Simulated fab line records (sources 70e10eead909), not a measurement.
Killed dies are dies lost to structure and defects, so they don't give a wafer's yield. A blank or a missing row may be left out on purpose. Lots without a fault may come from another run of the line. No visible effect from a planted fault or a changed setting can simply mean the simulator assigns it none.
fab line records -- flow nand_harc
record: lots: 5, wafers: 15, last_day: 34
route steps=1302 shown A_M1@1179 A_BONDPAD@1202 END@1302
lots with no fault: from the same line, run without faults
start_h: hours from the record's first day to the start of the lot's first wafer shown -- wait_h: hours since the lot's step before -- " unchanged from the row above -- L1.1+2: a row that stands for several wafers -- - either no value or no given start -- * or withheld: withheld -- < > ~ a bound
route shown NAME@n: NAME is a module with steps in the file, n the number in the route of the first one -- usual: mean/standard deviation of fault-free wafers -- same: alike in all rows -- chamber/n: place in a boat -- sites: per-site readings -- _std_site: their standard deviation -- _edge_site: inner sites' mean taken away from outer sites' mean -- radius_mm: how far each site lies from the wafer's centre -- mask NAME#n: copy n -- behind: the most recent tool/chamber to have shaped the wafer -- hold: what put the lot on hold/how long, in hours/how the hold closed -- device: transistor that didn't switch, given as n, p or np -- end of line: tests of these same wafers at the route's end -- for a step that has no rows: nothing shown but its recipe -- killed: dies that structure and defects cost at the first sort, which is not the same as the wafer's yield -- map: dies across one wafer; x = killed, . = not, _ = none there
set.NAME: the setting that was run; set.NAME@STEP: the one run at that earlier step -- model.NAME: the simulator's own value behind a step, which no gauge read
a table for each step, a row for each wafer; lots at some steps of the route
services: from which hour (start_h, from the record's first day; less than 0 if before it) a tool's chamber was out of use, for how many hours, and why
== steps ==
step: NHARC_A_M1_CD_MEAS_09
recipe: target_cd_nm: 120, landing_energy_ev: 500
usual: cd_nm: 119.9/0.54
lot.wafer,tool,chamber,start_h,wait_h,cd_nm
L281.1,cd_sem-02,0,556.15,-,119.9
L281.2,cd_sem-02,0,556.15,-,120.4
L281.4,cd_sem-02,0,556.15,-,119.9
L287.3,cd_sem-03,0,619.87,-,119.9
L287.4,cd_sem-03,0,619.87,-,119.1
L287.5,cd_sem-03,0,619.87,-,119.8
L297.2,cd_sem-03,0,719.42,-,119.9
L297.5,cd_sem-03,0,719.42,-,119.8
L297.6,cd_sem-03,0,719.42,-,120.5
L298.1,cd_sem-03,0,725.71,-,119.8
L298.4,cd_sem-03,0,725.71,-,120.7
L298.5,cd_sem-03,0,725.71,-,120.0
L300.3,cd_sem-01,0,773.12,-,118.5
L300.5,cd_sem-01,0,773.12,-,118.5
L300.6,cd_sem-01,0,773.12,-,119.4
step: NHARC_A_M1_OVL_MEAS_10
recipe: pitch_nm: 240
usual: overlay_x_nm: 0.1/0.84, overlay_y_nm: 0.2/0.87
lot.wafer,tool,chamber,start_h,wait_h,overlay_x_nm,overlay_y_nm
L281.1,overlay-01,-,556.24,-,-0.2,-1.1
L281.2,overlay-01,-,556.24,-,0.1,-1.1
L281.4,overlay-01,-,556.24,-,0.1,-0.3
L287.3,overlay-02,-,619.96,-,0.1,-0.5
L287.4,overlay-02,-,619.96,-,0.0,-0.6
L287.5,overlay-02,-,619.96,-,0.2,-0.2
L297.2,overlay-01,-,719.51,-,0.5,0.4
L297.5,overlay-01,-,719.51,-,-0.1,0.5
L297.6,overlay-01,-,719.51,-,0.3,1.2
L298.1,overlay-01,-,725.80,-,0.7,0.4
L298.4,overlay-01,-,725.80,-,0.3,0.3
L298.5,overlay-01,-,725.80,-,0.3,0.7
L300.3,overlay-02,-,773.21,-,0.6,0.6
L300.5,overlay-02,-,773.21,-,0.2,0.7
L300.6,overlay-02,-,773.21,-,0.1,1.2
step: NHARC_A_M1_INSPECT_11
usual: raw_defect_count: 94/32
lot.wafer,tool,chamber,start_h,wait_h,raw_defect_count
L281.1,defect_inspect-02,-,556.28,0.0,74
L281.2,defect_inspect-02,-,556.28,0.0,60
L281.4,defect_inspect-02,-,556.28,0.0,63
L287.3,defect_inspect-02,-,619.99,0.0,122
L287.4,defect_inspect-02,-,619.99,0.0,137
L287.5,defect_inspect-02,-,619.99,0.0,145
L297.2,defect_inspect-02,-,719.54,0.0,63
L297.5,defect_inspect-02,-,719.54,0.0,75
L297.6,defect_inspect-02,-,719.54,0.0,72
L298.1,defect_inspect-01,-,725.83,0.0,101
L298.4,defect_inspect-01,-,725.83,0.0,100
L298.5,defect_inspect-01,-,725.83,0.0,88
L300.3,defect_inspect-02,-,773.24,0.0,69
L300.5,defect_inspect-02,-,773.24,0.0,54
L300.6,defect_inspect-02,-,773.24,0.0,53
step: NHARC_A_M1_DESCUM_14
recipe: time_s: 3, o2_flow_sccm: 200, ar_flow_sccm: 0, bias_power_w: 0, chemistry: O2
usual: drypump_motor_current_A: 5.5/0.48, oes_product_au: 0.998/0.0081, rf_vpp_V: 57.9/0.91, showerhead_plenum_p_Torr: 1.93/0.099, throttle_valve_pct: 11.310/0.0094
lot.wafer,tool,chamber,start_h,wait_h,drypump_motor_current_A,oes_product_au,rf_hours_counter_h,rf_vpp_V,showerhead_plenum_p_Torr,throttle_valve_pct
L281.1,rie_diel-06,2,556.34,0.1,6.0,0.989,2.1,58.2,1.92,11.310
L281.4,rie_diel-06,3,556.34,0.1,6.0,0.992,4.2,57.0,1.91,11.313
L281.2,rie_diel-06,1,556.34,0.1,5.9,0.987,3.9,58.5,1.99,11.327
L287.3,rie_diel-02,0,620.05,0.1,4.8,0.998,0.5,57.5,1.78,11.305
L287.4,rie_diel-02,2,620.05,0.1,4.8,1.023,0.6,57.4,2.06,11.307
L287.5,rie_diel-02,0,620.05,0.1,4.8,1.007,-,56.2,1.78,11.302
L297.2,rie_diel-02,3,719.60,0.1,5.4,1.000,3.9,58.9,2.02,11.313
L297.6,rie_diel-02,3,719.60,0.1,5.4,0.993,-,59.0,2.02,11.301
L297.5,rie_diel-02,0,719.60,0.1,4.8,0.988,-,57.8,1.78,11.315
L298.1,rie_diel-02,2,725.89,0.1,4.8,1.004,4.4,59.4,2.06,11.309
L298.4,rie_diel-02,3,725.89,0.1,5.4,0.989,4.4,57.4,2.02,11.318
L298.5,rie_diel-02,3,725.89,0.1,5.4,1.003,-,57.8,2.02,11.291
L300.3,rie_diel-02,2,773.30,0.1,4.8,1.010,0.2,57.7,2.06,11.308
L300.6,rie_diel-02,2,773.30,0.1,4.8,1.003,-,59.6,2.06,11.314
L300.5,rie_diel-02,0,773.30,0.1,4.8,1.010,-,56.7,1.78,11.312
step: NHARC_A_M1_ETCH_35
recipe: target_depth_a: 400, overetch_a: 120, time_s: 43.94, ion_energy_ev: 200, n2_flow_sccm: 150, h2_flow_sccm: 150, ar_flow_sccm: 0, rf_w: 400, bias_w: 150, chemistry: N2/H2
step: NHARC_A_M1_ETCH_15
recipe: target_depth_a: 1825, time_s: 91.2, c4f8_flow_sccm: withheld, ar_flow_sccm: 400, rf_w: 600, bias_w: 300, chemistry: C4F8/Ar
step: NHARC_A_M1_CD_MEAS_16
usual: cd_nm: 119.7/0.56
lot.wafer,tool,chamber,start_h,wait_h,cd_nm
L281.1,cd_sem-03,-,556.64,-,120.2
L281.2,cd_sem-03,-,556.64,-,119.2
L281.4,cd_sem-03,-,556.64,-,119.7
L287.3,cd_sem-02,-,620.37,-,119.6
L287.4,cd_sem-02,-,620.37,-,119.1
L287.5,cd_sem-02,-,620.37,-,118.9
L297.2,cd_sem-01,-,719.91,-,120.1
L297.5,cd_sem-01,-,719.91,-,120.0
L297.6,cd_sem-01,-,719.91,-,120.5
L298.1,cd_sem-01,-,726.20,-,119.4
L298.4,cd_sem-01,-,726.20,-,120.6
L298.5,cd_sem-01,-,726.20,-,119.5
L300.3,cd_sem-01,-,773.66,-,118.6
L300.5,cd_sem-01,-,773.66,-,118.4
L300.6,cd_sem-01,-,773.66,-,119.8
step: NHARC_A_M1_STRIP_18
recipe: power_w: 1000, n2_flow_sccm: 150, h2_flow_sccm: 150, ar_flow_sccm: 0, bias_w: 0, chemistry: N2/H2
step: NHARC_A_M1_ETCH_28
recipe: target_depth_a: 300, over_etch_frac: 0.3, time_s: 72.99, ion_energy_ev: 150, cf4_flow_sccm: 50, n2_flow_sccm: 100, ar_flow_sccm: 150, rf_w: 300, bias_w: 100, chemistry: CF4/N2
step: NHARC_A_M1_STRIP_19
recipe: time_s: 600, temp_c: 30, chemistry: post_etch_residue_remover
step: NHARC_A_M1_DEGAS_29
recipe: temp_c: 250, time_s: 60
usual: heater_power_w: 349/35
lot.wafer,tool,chamber,start_h,wait_h,heater_power_w
L281.4,pvd_sputter-03,-,557.35,-,351
L281.1,pvd_sputter-03,-,557.35,-,325
L281.2,pvd_sputter-03,-,557.35,-,344
L287.4,pvd_sputter-02,-,621.08,-,279
L287.3,pvd_sputter-02,-,621.08,-,367
L287.5,pvd_sputter-02,-,621.08,-,325
L297.2,pvd_sputter-02,-,720.63,-,365
L297.6,pvd_sputter-02,-,720.63,-,317
L297.5,pvd_sputter-02,-,720.63,-,409
L298.4,pvd_sputter-01,-,726.91,-,388
L298.1,pvd_sputter-01,-,726.91,-,359
L298.5,pvd_sputter-01,-,726.91,-,394
L300.3,pvd_sputter-03,-,774.39,-,321
L300.6,pvd_sputter-03,-,774.39,-,389
L300.5,pvd_sputter-03,-,774.39,-,327
step: NHARC_A_M1_PRE_CLEAN_30
recipe: time_s: 30, temp_c: 280, gas: H2/He
step: NHARC_A_M1_PVD_20
recipe: target_thk_a: 50, bias_v: 168.6, power_w: 15000, chamber_pressure_pa: 0.12, time_s: 8.06, substrate_temp_c: 50, material: TaN
usual: throttle_valve_pct: 30.6/0.75
lot.wafer,tool,chamber,start_h,wait_h,throttle_valve_pct
L281.2,pvd_sputter-03,-,557.47,-,31.0
L281.4,pvd_sputter-03,-,557.47,-,32.0
L281.1,pvd_sputter-03,-,557.47,-,30.8
L287.3,pvd_sputter-02,-,621.19,-,30.7
L287.4,pvd_sputter-02,-,621.19,-,29.8
L287.5,pvd_sputter-02,-,621.19,-,30.8
L297.2,pvd_sputter-02,-,720.76,-,30.5
L297.6,pvd_sputter-02,-,720.76,-,30.5
L297.5,pvd_sputter-02,-,720.76,-,30.7
L298.1,pvd_sputter-01,-,727.02,-,30.9
L298.4,pvd_sputter-01,-,727.02,-,32.7
L298.5,pvd_sputter-01,-,727.02,-,30.5
L300.3,pvd_sputter-03,-,774.48,-,30.0
L300.5,pvd_sputter-03,-,774.48,-,30.0
L300.6,pvd_sputter-03,-,774.48,-,30.5
step: NHARC_A_M1_PVD_21
recipe: target_thk_a: 300, chamber_pressure_pa: 5, power_w: 5000, substrate_temp_c: 30, time_s: 20.49, material: Cu
step: NHARC_A_M1_ECD_22
recipe: target_thk_a: 4000, bath_temp_c: 25, material: Cu
step: NHARC_A_M1_ANNEAL_31
recipe: temp_c: 225, time_s: 90
usual: wafer_temp_C_max: 225.92/0.26
lot.wafer,tool,chamber,start_h,wait_h,wafer_temp_C_max
L281.1,rtp_anneal-02,0,558.10,0.3,226.05
L281.2,rtp_anneal-02,0,558.10,0.3,226.27
L281.4,rtp_anneal-02,0,558.10,0.3,226.26
L287.3,rtp_anneal-02,0,621.93,-,226.01
L287.4,rtp_anneal-02,0,621.93,-,226.06
L287.5,rtp_anneal-02,0,621.93,-,226.27
L297.2,rtp_anneal-02,0,721.41,-,225.90
L297.5,rtp_anneal-02,0,721.41,-,225.72
L297.6,rtp_anneal-02,0,721.41,-,225.83
L298.1,rtp_anneal-01,0,727.65,-,225.66
L298.4,rtp_anneal-01,0,727.65,-,225.70
L298.5,rtp_anneal-01,0,727.65,-,225.40
L300.3,rtp_anneal-02,0,775.21,0.3,225.97
L300.5,rtp_anneal-02,0,775.21,0.3,226.36
L300.6,rtp_anneal-02,0,775.21,0.3,226.39
step: NHARC_A_M1_CMP_23
recipe: t_overpolish_s: 20, target_thk_nm: 154.34
usual: motor_current_A: 12.5/1, time_to_endpoint_s: 28.7/2.3
lot.wafer,tool,chamber,start_h,wait_h,motor_current_A,time_to_endpoint_s
L281.1,cmp-03,2,558.45,-,12.1,30.1
L281.4,cmp-03,3,558.45,-,12.2,30.7
L281.2,cmp-03,1,558.45,-,13.4,32.2
L287.3,cmp-02,2,622.19,-,13.6,28.4
L287.4,cmp-02,3,622.19,-,12.6,27.8
L287.5,cmp-02,1,622.19,-,12.3,27.1
L297.2,cmp-02,3,721.70,-,12.5,24.0
L297.6,cmp-02,3,721.70,-,12.5,24.2
L297.5,cmp-02,0,721.70,-,11.0,25.4
L298.4,cmp-03,2,728.00,-,12.2,26.4
L298.1,cmp-03,0,728.00,-,12.5,28.3
L298.5,cmp-03,2,728.00,-,11.1,26.0
L300.3,cmp-03,3,775.53,-,12.7,30.2
L300.6,cmp-03,0,775.53,-,13.6,35.0
L300.5,cmp-03,1,775.53,-,14.2,34.0
step: NHARC_A_M1_THK_MEAS_24
recipe: thk_meas_gauge: xrf
usual: thk_nm: 154.1/1.3
lot.wafer,tool,chamber,start_h,wait_h,thk_nm
L281.1,film_metro-01,-,558.76,-,153.3
L281.2,film_metro-01,-,558.76,-,156.4
L281.4,film_metro-01,-,558.76,-,153.7
L287.3,film_metro-01,-,622.48,-,153.3
L287.4,film_metro-01,-,622.48,-,154.1
L287.5,film_metro-01,-,622.48,-,154.4
L297.2,film_metro-02,-,722.01,-,151.6
L297.5,film_metro-02,-,722.01,-,153.2
L297.6,film_metro-02,-,722.01,-,154.4
L298.1,film_metro-02,-,728.31,-,155.8
L298.4,film_metro-02,-,728.31,-,154.0
L298.5,film_metro-02,-,728.31,-,153.6
L300.3,film_metro-01,-,775.76,-,154.2
L300.5,film_metro-01,-,775.76,-,153.5
L300.6,film_metro-01,-,775.76,-,154.9
step: NHARC_A_M1_SRD_25
step: NHARC_A_M1_PRE_CLEAN_32
recipe: time_s: 12, temp_c: 370, rf_power_w: 300, gas: NH3
step: NHARC_A_M1_DEP_33
recipe: target_thk_a: 300, temp_c: 370, target_thk_nm: 30, pressure_torr: 3, flow_sccm: 200, rf_w: 450, material: SiCN
step: NHARC_A_BONDPAD_DEP_00
recipe: target_thk_a: 2500, temp_c: 370, target_thk_nm: 250, pressure_torr: 3, flow_sccm: 200, rf_w: 450, material: SiCN
step: NHARC_A_BONDPAD_CMP_29
recipe: target_thk_nm: 200, material: SiCN
step: NHARC_A_BONDPAD_THK_MEAS_30
recipe: thk_meas_gauge: ellipsometry
usual: thk_nm: 200.0/1.3
lot.wafer,tool,chamber,start_h,wait_h,thk_nm
L281.1,film_metro-02,-,560.41,0.2,199.5
L281.2,film_metro-02,-,560.41,0.2,199.6
L281.4,film_metro-02,-,560.41,0.2,197.5
L287.3,film_metro-02,-,623.99,0.2,202.4
L287.4,film_metro-02,-,623.99,0.2,196.6
L287.5,film_metro-02,-,623.99,0.2,200.2
L297.2,film_metro-01,-,723.62,0.2,200.8
L297.5,film_metro-01,-,723.62,0.2,201.5
L297.6,film_metro-01,-,723.62,0.2,199.6
L298.1,film_metro-02,-,729.83,0.2,202.4
L298.4,film_metro-02,-,729.83,0.2,200.8
L298.5,film_metro-02,-,729.83,0.2,198.7
L300.3,film_metro-01,-,777.34,0.2,200.9
L300.5,film_metro-01,-,777.34,0.2,202.2
L300.6,film_metro-01,-,777.34,0.2,201.2
step: NHARC_A_BONDPAD_SRD_31
step: NHARC_A_BONDPAD_DEHYDRATE_01
recipe: temp_c: 150, time_s: 120
step: NHARC_A_BONDPAD_HMDS_02
recipe: time_s: 30
step: NHARC_A_BONDPAD_COAT_33
recipe: temp_c: 200, time_s: 65
step: NHARC_A_BONDPAD_COAT_03
recipe: spin_rpm: 2000, resist_thk_nm: 600
step: NHARC_A_BONDPAD_SOFTBAKE_04
recipe: temp_c: 125, time_s: 70
step: NHARC_A_BONDPAD_EBR_05
step: NHARC_A_BONDPAD_EXPOSE_06
recipe: na: 0.55, dose_mj: 36.99, mask_id: A_BPAD
step: NHARC_A_BONDPAD_PEB_07
recipe: peb_temp_c: 128, peb_time_s: 80
step: NHARC_A_BONDPAD_DEVELOP_08
recipe: time_s: 50, dev_temp_c: 22
step: NHARC_A_BONDPAD_CD_MEAS_09
recipe: target_cd_nm: 500, landing_energy_ev: 500
usual: cd_nm: 500.3/1.5
lot.wafer,tool,chamber,start_h,wait_h,cd_nm
L281.1,cd_sem-01,0,560.98,-,500.4
L281.2,cd_sem-01,0,560.98,-,499.2
L281.4,cd_sem-01,0,560.98,-,499.1
L287.3,cd_sem-03,0,624.44,-,498.7
L287.4,cd_sem-03,0,624.44,-,501.4
L287.5,cd_sem-03,0,624.44,-,500.0
L297.2,cd_sem-02,0,724.19,-,500.5
L297.5,cd_sem-02,0,724.19,-,502.3
L297.6,cd_sem-02,0,724.19,-,502.7
L298.1,cd_sem-02,0,730.27,-,499.5
L298.4,cd_sem-02,0,730.27,-,500.0
L298.5,cd_sem-02,0,730.27,-,500.4
L300.3,cd_sem-03,0,777.90,-,500.2
L300.5,cd_sem-03,0,777.90,-,500.0
L300.6,cd_sem-03,0,777.90,-,501.4
step: NHARC_A_BONDPAD_OVL_MEAS_35
usual: overlay_x_nm: 1/5.4, overlay_y_nm: -2/5.1
lot.wafer,tool,chamber,start_h,wait_h,overlay_x_nm,overlay_y_nm
L281.1,overlay-01,-,561.07,-,0,-10
L281.2,overlay-01,-,561.07,-,0,-10
L281.4,overlay-01,-,561.07,-,-1,-10
L287.3,overlay-02,-,624.53,-,11,1
L287.4,overlay-02,-,624.53,-,10,1
L287.5,overlay-02,-,624.53,-,11,1
L297.2,overlay-01,-,724.27,-,-4,-1
L297.5,overlay-01,-,724.27,-,-5,-1
L297.6,overlay-01,-,724.27,-,-5,-1
L298.1,overlay-02,-,730.36,-,9,1
L298.4,overlay-02,-,730.36,-,9,1
L298.5,overlay-02,-,730.36,-,9,0
L300.3,overlay-02,-,777.99,-,0,-2
L300.5,overlay-02,-,777.99,-,0,-2
L300.6,overlay-02,-,777.99,-,1,-3
step: NHARC_A_BONDPAD_HARDBAKE_10
recipe: temp_c: 118, time_s: 65
step: NHARC_A_BONDPAD_DESCUM_11
recipe: time_s: 3, o2_flow_sccm: 200, ar_flow_sccm: 0, bias_power_w: 0, chemistry: O2
usual: drypump_motor_current_A: 5.8/0.47, oes_product_au: 1.001/0.0076, rf_vpp_V: 57.8/0.89, showerhead_plenum_p_Torr: 1.94/0.078, throttle_valve_pct: 11.313/0.0085
lot.wafer,tool,chamber,start_h,wait_h,drypump_motor_current_A,oes_product_au,rf_hours_counter_h,rf_vpp_V,showerhead_plenum_p_Torr,throttle_valve_pct
L281.1,rie_diel-11,0,561.20,-,4.9,1.010,19,57.2,1.85,11.316
L281.2,rie_diel-11,1,561.20,-,5.7,1.010,20,58.9,1.97,11.302
L281.4,rie_diel-11,2,561.20,-,5.9,1.011,21,57.0,1.86,11.313
L287.3,rie_diel-11,1,624.67,-,5.7,1.008,2,58.3,1.97,11.303
L287.5,rie_diel-11,3,624.67,-,5.8,0.997,-,57.9,2.01,11.309
L287.4,rie_diel-11,1,624.67,-,5.7,1.002,-,58.2,1.97,11.325
L297.2,rie_diel-11,2,724.42,-,5.8,1.006,20,57.9,1.85,11.310
L297.6,rie_diel-11,3,724.42,-,5.8,1.007,-,58.7,2.00,11.311
L297.5,rie_diel-11,0,724.42,-,4.9,1.003,-,56.1,1.84,11.319
L298.4,rie_diel-11,0,730.48,-,4.9,1.001,17,58.9,1.84,11.323
L298.1,rie_diel-11,1,730.48,-,5.7,1.004,19,58.4,1.96,11.312
L298.5,rie_diel-11,1,730.48,-,5.7,1.013,-,58.7,1.96,11.310
L300.3,rie_diel-11,3,778.11,-,5.8,0.989,28,58.1,2.00,11.311
L300.5,rie_diel-11,3,778.11,-,5.8,0.995,-,59.1,2.00,11.327
L300.6,rie_diel-11,0,778.11,-,4.9,0.992,-,58.4,1.83,11.311
step: NHARC_A_BONDPAD_ETCH_34
recipe: target_depth_a: 600, overetch_a: 180, time_s: 65.91, ion_energy_ev: 200, n2_flow_sccm: 150, h2_flow_sccm: 150, ar_flow_sccm: 0, rf_w: 400, bias_w: 150, chemistry: N2/H2
step: NHARC_A_BONDPAD_ETCH_12
recipe: target_depth_a: 2200, time_s: 110, chf3_flow_sccm: 50, o2_flow_sccm: 10, ar_flow_sccm: 200, rf_w: 500, bias_w: 200, chemistry: CHF3/O2
step: NHARC_END_SORT_01
recipe: temp_c: 25
usual: defect_limited_yield: 89.9/2.6, killed_at_array: 63/18, killed_at_other: 1.1/1.3, killed_at_periphery: 4.3/2.8, killed_dies: 68/18, killed_open: 3.3/2, killed_short: 2.4/1.6
same: gross_dies: 677
lot.wafer,tool,chamber,start_h,wait_h,defect_limited_yield[%],killed_at_array,killed_at_other,killed_at_periphery,killed_dies,killed_open,killed_short
L281.1,prober-02,0,592.26,2.5,91.0,54,0,7,61,6,2
L281.2,prober-02,0,593.07,2.8,92.9,45,1,2,48,3,3
L281.4,prober-02,0,594.67,3.4,93.1,42,1,4,47,1,2
L287.3,prober-02,0,722.88,3.1,87.9,76,4,2,82,4,1
L287.4,prober-02,0,723.68,3.4,74.2,173,0,2,175,4,0
L287.5,prober-02,0,724.48,3.7,88.3,71,2,6,79,6,2
killed by level:class
L281.1 A_CHANNEL_HOLE_D2:chamber_film_flake=39 P_GATE:chamber_film_flake=5 A_CHANNEL_HOLE_D1:chamber_film_flake=3 A_STAIRCASE:chamber_film_flake=3 A_M0:geometric_particle:open=2 P_GATE:geometric_particle:open=1 A_ONON_D1:geometric_particle:open=1 A_CHANNEL_FILL_D1:geometric_particle:short=1
L281.2 A_CHANNEL_HOLE_D2:chamber_film_flake=32 A_CHANNEL_HOLE_D1:chamber_film_flake=3 P_GATE:chamber_film_flake=2 A_STAIRCASE:chamber_film_flake=2 A_ONON_D1:geometric_particle:short=1 A_CHANNEL_HOLE_D1:geometric_particle:short=1 A_CHANNEL_FILL_D1:geometric_particle:open=1 A_CONTACT:geometric_particle:short=1
L281.4 A_CHANNEL_HOLE_D2:chamber_film_flake=31 A_DECK1_JOINT:chamber_film_flake=3 A_STAIRCASE:chamber_film_flake=3 P_GATE:chamber_film_flake=2 A_CHANNEL_HOLE_D1:geometric_particle:short=1 A_WL_FILL:geometric_particle:short=1 A_M0:geometric_particle:open=1 P_STI:chamber_film_flake=1
L287.3 A_CHANNEL_HOLE_D1:chamber_film_flake=35 A_SLIT:chamber_film_flake=22 A_CHANNEL_HOLE_D2:chamber_film_flake=9 THIN_TSV:chamber_film_flake=4 A_CONTACT:chamber_film_flake=3 P_M0:geometric_particle:open=1 A_DECK1_JOINT:geometric_particle:short=1 A_SGD_CUT:geometric_particle:open=1
L287.4 A_M1:unspecified=100 A_CHANNEL_HOLE_D1:chamber_film_flake=33 A_SLIT:chamber_film_flake=22 A_CHANNEL_HOLE_D2:chamber_film_flake=5 A_STAIRCASE:chamber_film_flake=5 A_CONTACT:chamber_film_flake=3 P_CONTACT:geometric_particle:open=1 A_DECK1_JOINT:geometric_particle:open=1
L287.5 A_CHANNEL_HOLE_D1:chamber_film_flake=32 A_SLIT:chamber_film_flake=23 A_CHANNEL_HOLE_D2:chamber_film_flake=3 P_M0:geometric_particle:open=2 A_ONON_D1:geometric_particle:open=2 P_BONDPAD:chamber_film_flake=2 A_STAIRCASE:chamber_film_flake=2 A_CONTACT:chamber_film_flake=2
map L287.4 (x killed, . not)
____________.____________
_________......._________
_______..........._______
______.............______
_____...x..........._____
____.................____
____.xxxx............____
___....x.x............___
___.x.xx.xx...........___
__...x.xxx.............__
__....xxxxxx...........__
_..x.xxxxxx............._
_...xxxxxxx............._
_....xxxxxx............._
_...xxxxxxxx............_
_..x.xxxxxxxx..........._
...xxxxxxxxxx............
xxxxxxxxxxxxx...........x
...xxxxxxxxxx............
...xxxxxxxxx......x......
x...xxxxxxxxx..x...x....x
_....xxxxxx...x...x.xx.._
_..x.xxxxx.x......xxxx.._
_....xxxxxxx......x.xxxx_
_....xx.x.........xxxxx._
_................x.xxx.._
__.................xxxx__
__...............xx..x.__
___..............x....___
___...x...........x.xx___
____.................____
____.................____
_____..x............_____
______.............______
_______..........._______
_________......x_________
____________.____________
map L297.6 (x killed, . not)
____________.____________
_________......._________
_______..........._______
______.x...........______
_____...x......x...._____
____..x...x........x.____
____..........x......____
___...xx..............___
___.x...x.......x...x.___
__.....xxx........x....__
__.....xxxx.........x..__
_..x.xxxxxxx............_
_....xxx.x.x.x.........._
_..x..xxxx.............._
_....xx.xxx............._
_.....xx.x.x............_
.......x.................
.........................
.........................
.........................
.........................
_......................._
_......................._
_......................._
_x......................_
_x......................_
__....x................__
__..................x.x__
___...................___
___...................___
____.................____
____..x..........x...____
_____.........x.x.x._____
______............x______
_______...x......._______
_________......._________
____________.____________
== services ==
tool,chamber,start_h,hours,kind
pvd_sputter-01,-,534.15,0.6,repair
cmp-03,-,535.84,1.6,repair
cmp-02,-,537.59,1.6,repair
cmp-03,-,554.09,4.0,pm
rie_diel-02,2,555.16,1.3,repair
rie_diel-02,-,570.72,9.0,pm
pvd_sputter-01,-,584.46,10.0,pm
rie_diel-11,3,589.56,5.1,repair
cmp-03,-,603.47,2.5,repair
rie_diel-11,-,610.46,9.0,pm
pvd_sputter-02,-,623.66,1.9,repair
rie_diel-11,0,623.90,8.0,repair
cmp-02,-,624.60,4.0,pm
pvd_sputter-02,-,638.31,10.0,pm
cmp-03,-,652.09,4.0,pm
pvd_sputter-03,-,704.04,10.0,pm
cmp-03,-,708.50,2.6,repair
pvd_sputter-03,-,730.93,4.5,repair
rtp_anneal-02,-,744.02,12.0,pm
rie_diel-02,-,747.72,9.0,pm
cmp-03,-,750.09,4.0,pm
rie_diel-11,-,753.49,0.2,repair
pvd_sputter-03,-,759.40,1.8,repair
rie_diel-02,3,770.77,21.3,repair
== key ==
first_sign: step: NHARC_END_SORT_01, reading: killed_at_array, direction: up, sigmas: 6.2, usual: 63, struck: 173
effect: step: NHARC_END_SORT_01, reading: defect_limited_yield, direction: down, sigmas: 6, usual: 89.9, struck: 74.2
more_kills_born_at: NHARC_A_M1_PVD_20@pvd_sputter-02: 100
met_at NHARC_A_M1_PVD_20
struck_wafers L287.4
fault: kind: chamber_particle_source, tool: pvd_sputter-02, chamber: -, onset_h: 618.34, steps: NHARC_A_M1_PVD_20, rate_per_visit_cm2: 1.8549, end_h: 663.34, scope: struck_wafers_only
